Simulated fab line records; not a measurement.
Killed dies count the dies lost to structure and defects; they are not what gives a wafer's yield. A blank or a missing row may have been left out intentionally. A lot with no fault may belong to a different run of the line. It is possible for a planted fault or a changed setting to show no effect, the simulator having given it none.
Which tool is to blame? ; flow nandHarc ; 24 lots, 72 wafers sampled, at 4 steps of a route of 1302

WHAT THE GAUGES SHOWED, per wafer
NHARC_P_M0_CD_MEAS_09: target cd 90 nm. Usual: cdNm reads 90.1 nm (standard deviation 0.54).
lot;measured;on;cdNm (nm);flag
L074;day 6 00:47;cdSem-02;90.9 89.9 89.5;
L075;day 6 16:46;cdSem-02;90.5 91.2 90.3;
L076;day 6 23:58;cdSem-01;89.2 90.1 90.2;
L077;day 7 06:13;cdSem-02;90.3 90.5 90.1;
L078;day 7 15:30;cdSem-01;90.1 89.8 89.6;
L079;day 7 21:59;cdSem-02;90.1 90.2 90.3;
L080;day 8 13:26;cdSem-02;89.9 90.3 89.6;
L081;day 8 22:04;cdSem-01;89.4 89.9 89.5;
L082;day 9 14:41;cdSem-02;90.5 90.6 89.9;
L083;day 10 05:09;cdSem-02;90.2 90.4 90.2;
L084;day 10 06:19;cdSem-01;89.0 89.1 89.5;
L085;day 10 16:13;cdSem-03;90.0 90.8 90.3;
L086;day 10 22:51;cdSem-01;89.8 90.1 89.1;
L087;day 11 07:52;cdSem-03;90.4 90.1 90.9;
L089;day 12 03:05;cdSem-03;89.8 90.4 89.5;
L088;day 12 03:28;cdSem-02;90.2 89.2 89.1;
L090;day 12 20:49;cdSem-01;90.1 91.1 90.4;
L091;day 12 21:34;cdSem-01;90.2 90.4 90.4;
L092;day 13 10:29;cdSem-03;90.1 90.0 90.2;
L093;day 13 22:48;cdSem-03;90.2 90.5 90.1;
L095;day 14 16:28;cdSem-03;89.9 90.0 90.1;
L094;day 14 21:56;cdSem-01;88.9 89.3 88.9;
L096;day 15 09:56;cdSem-03;90.4 90.3 91.1;
L097;day 15 10:21;cdSem-03;90.6 90.6 90.0;

EACH LOT AND THE TOOL THAT RAN IT (in order: tool; ch and the chambers of the sampled wafers; start)
lot;NHARC_P_CONTACT_DEGAS_38;NHARC_P_CONTACT_ALD_22;NHARC_P_CONTACT_CMP_24
L074;pvdSputter-01, day 5 22:24;aldMetal-03 ch 0,1,2, day 5 22:40;cmp-02 ch 0,3, day 5 23:29
L075;pvdSputter-01, day 6 14:20;aldMetal-01 ch 0,2, day 6 14:35;cmp-04 ch 0,1,2, day 6 15:28
L076;pvdSputter-03, day 6 21:31;aldMetal-04 ch 0,2,3, day 6 21:51;cmp-02 ch 2,3, day 6 22:40
L077;pvdSputter-02, day 7 03:53;aldMetal-01 ch 2,3, day 7 04:10;cmp-04 ch 0,1,2, day 7 05:05
L078;pvdSputter-01, day 7 13:06;aldMetal-04 ch 0,1, day 7 13:20;cmp-04 ch 1,2,3, day 7 14:11
L079;pvdSputter-01, day 7 19:27;aldMetal-01 ch 1,2, day 7 19:41;cmp-04 ch 1,2,3, day 7 20:34
L080;pvdSputter-01, day 8 10:59;aldMetal-03 ch 0,1,2, day 8 11:18;cmp-04 ch 0,2,3, day 8 12:08
L081;pvdSputter-01, day 8 19:47;aldMetal-03 ch 0,1,2, day 8 20:04;cmp-02 ch 0,1,3, day 8 20:56
L082;pvdSputter-02, day 9 11:46;aldMetal-03 ch 0,1,3, day 9 12:01;cmp-03 ch 1,2,3, day 9 13:25
L083;pvdSputter-03, day 10 02:44;aldMetal-01 ch 1,2, day 10 02:58;cmp-04 ch 0,1,3, day 10 03:52
L084;pvdSputter-01, day 10 03:56;aldMetal-04 ch 0,1,3, day 10 04:13;cmp-04 ch 0,1,3, day 10 05:02
L085;pvdSputter-01, day 10 13:14;aldMetal-01 ch 1,2, day 10 13:28;cmp-03 ch 0,1,3, day 10 14:58
L086;pvdSputter-02, day 10 19:50;aldMetal-01 ch 0,2, day 10 20:07;cmp-02 ch 0,2,3, day 10 21:33
L087;pvdSputter-01, day 11 05:35;aldMetal-03 ch 1,2,3, day 11 05:50;cmp-03 ch 0,1,3, day 11 06:41
L089;pvdSputter-02, day 12 00:42;aldMetal-04 ch 0,2,3, day 12 00:58;cmp-04 ch 0,1,2, day 12 01:47
L088;pvdSputter-01, day 12 01:04;aldMetal-01 ch 0,1,2, day 12 01:19;cmp-03 ch 2,3, day 12 02:11
L090;pvdSputter-01, day 12 18:32;aldMetal-01 ch 0,2, day 12 18:47;cmp-03 ch 0,1, day 12 19:38
L091;pvdSputter-01, day 12 19:09;aldMetal-04 ch 0,2,3, day 12 19:24;cmp-02 ch 0,1,3, day 12 20:14
L092;pvdSputter-01, day 13 08:13;aldMetal-01 ch 0,1, day 13 08:26;cmp-02 ch 1,3, day 13 09:18
L093;pvdSputter-03, day 13 20:25;aldMetal-04 ch 0,2,3, day 13 20:41;cmp-04 ch 1,2, day 13 21:31
L095;pvdSputter-01, day 14 14:11;aldMetal-03 ch 0,2,3, day 14 14:27;cmp-04 ch 0,1,3, day 14 15:17
L094;pvdSputter-02, day 14 19:38;aldMetal-01 ch 0,1, day 14 19:52;cmp-04 ch 2,3, day 14 20:45
L096;pvdSputter-02, day 15 07:31;aldMetal-01 ch 0,2, day 15 07:47;cmp-03 ch 2,3, day 15 08:37
L097;pvdSputter-03, day 15 07:56;aldMetal-04 ch 0,2,3, day 15 08:11;cmp-04 ch 1,2, day 15 09:02
- NHARC_P_CONTACT_DEGAS_38: time 60 s.
- NHARC_P_CONTACT_ALD_22: deposits TiN, target thk 3 nm, pulse time 1 s, ald cycles 150.
- NHARC_P_CONTACT_CMP_24: polishes, t overpolish 30 s, target thk 200 nm.

AS READ BY THE TOOLS THEMSELVES (means over the sampled wafers that have a number; for cases with no such wafer, the mark the record gives instead)
NHARC_P_CONTACT_DEGAS_38. Usual: heaterPowerW reads 452 W (standard deviation 30).
lot;tool;heaterPowerW (W);flag
L074;pvdSputter-01;454;
L075;pvdSputter-01;467;
L076;pvdSputter-03;447;
L077;pvdSputter-02;457;
L078;pvdSputter-01;450;
L079;pvdSputter-01;457;
L080;pvdSputter-01;449;
L081;pvdSputter-01;453;
L082;pvdSputter-02;452;
L083;pvdSputter-03;418;
L084;pvdSputter-01;486;
L085;pvdSputter-01;457;
L086;pvdSputter-02;461;
L087;pvdSputter-01;463;
L089;pvdSputter-02;460;
L088;pvdSputter-01;463;
L090;pvdSputter-01;451;
L091;pvdSputter-01;467;
L092;pvdSputter-01;473;
L093;pvdSputter-03;430;
L095;pvdSputter-01;455;
L094;pvdSputter-02;427;
L096;pvdSputter-02;458;
L097;pvdSputter-03;417;

NHARC_P_CONTACT_ALD_22. Usual: heaterPowerW 1138 W, standard deviation 110; precursorPulseHeightRel 0.999, standard deviation 0.02.
lot;tool;heaterPowerW (W);precursorPulseHeightRel;flag
L074;aldMetal-03;1116;0.991;
L075;aldMetal-01;1114;1.011;
L076;aldMetal-04;1166;1.010;
L077;aldMetal-01;1051;0.989;
L078;aldMetal-04;1282;0.995;
L079;aldMetal-01;1054;0.993;
L080;aldMetal-03;1109;0.992;
L081;aldMetal-03;1120;1.011;
L082;aldMetal-03;1198;1.009;
L083;aldMetal-01;1068;0.992;
L084;aldMetal-04;1231;0.991;
L085;aldMetal-01;1028;1.025;
L086;aldMetal-01;1087;0.983;
L087;aldMetal-03;1138;0.997;
L089;aldMetal-04;1181;1.000;
L088;aldMetal-01;1056;1.011;
L090;aldMetal-01;1107;1.015;
L091;aldMetal-04;1168;0.996;
L092;aldMetal-01;1032;1.016;
L093;aldMetal-04;1185;1.014;
L095;aldMetal-03;1206;0.989;
L094;aldMetal-01;1056;0.982;
L096;aldMetal-01;1118;1.003;
L097;aldMetal-04;1178;0.995;

NHARC_P_CONTACT_CMP_24. Usual: motorCurrentA 11.1 A, standard deviation 0.96; overpolishRunS 30.000 s, standard deviation 0.009; timeToEndpointS 40.1 s, standard deviation 2.7.
lot;tool;motorCurrentA (A);overpolishRunS (s);timeToEndpointS (s);flag
L074;cmp-02;12.1;29.996;39.9;
L075;cmp-04;11.4;29.998;35.8;
L076;cmp-02;10.3;29.996;42.3;
L077;cmp-04;11.2;29.999;36.4;
L078;cmp-04;10.8;29.996;39.5;
L079;cmp-04;10.6;30.003;39.5;
L080;cmp-04;11.0;29.995;40.5;
L081;cmp-02;10.9;29.994;38.8;
L082;cmp-03;11.4;30.002;42.5;
L083;cmp-04;10.9;30.004;38.5;
L084;cmp-04;11.2;30.013;39.2;
L085;cmp-03;11.5;29.991;41.8;
L086;cmp-02;11.5;30.004;44.1;
L087;cmp-03;11.7;30.001;41.7;
L089;cmp-04;11.2;29.999;37.7;
L088;cmp-03;10.8;30.011;40.0;
L090;cmp-03;12.0;30.015;37.9;
L091;cmp-02;10.9;29.994;38.6;
L092;cmp-02;9.9;29.998;43.0;
L093;cmp-04;11.1;29.994;38.2;
L095;cmp-04;11.1;30.010;42.9;
L094;cmp-04;10.6;30.007;42.0;
L096;cmp-03;10.9;29.997;39.9;
L097;cmp-04;10.8;29.998;42.0;

THE ANSWER, worked out from the rows above alone
Rule: a lot counts as off when the mean over its wafers that have a number is more than 3 standard deviations away from the usual mean. A lot without any number at a reading at which 4 lots or more have one is off too. The other lots that the step has rows for count as sound. The gauges are gone through in route order, then the tools' own readings, and for those a lot's mean is taken as printed above. The first step at which some lot is off is used, and at that step the reading that is off furthest; a lot without a number counts as furthest.
Nothing can be told from this: no lot is off at any reading shown.

WHAT THE SIMULATOR PUT IN
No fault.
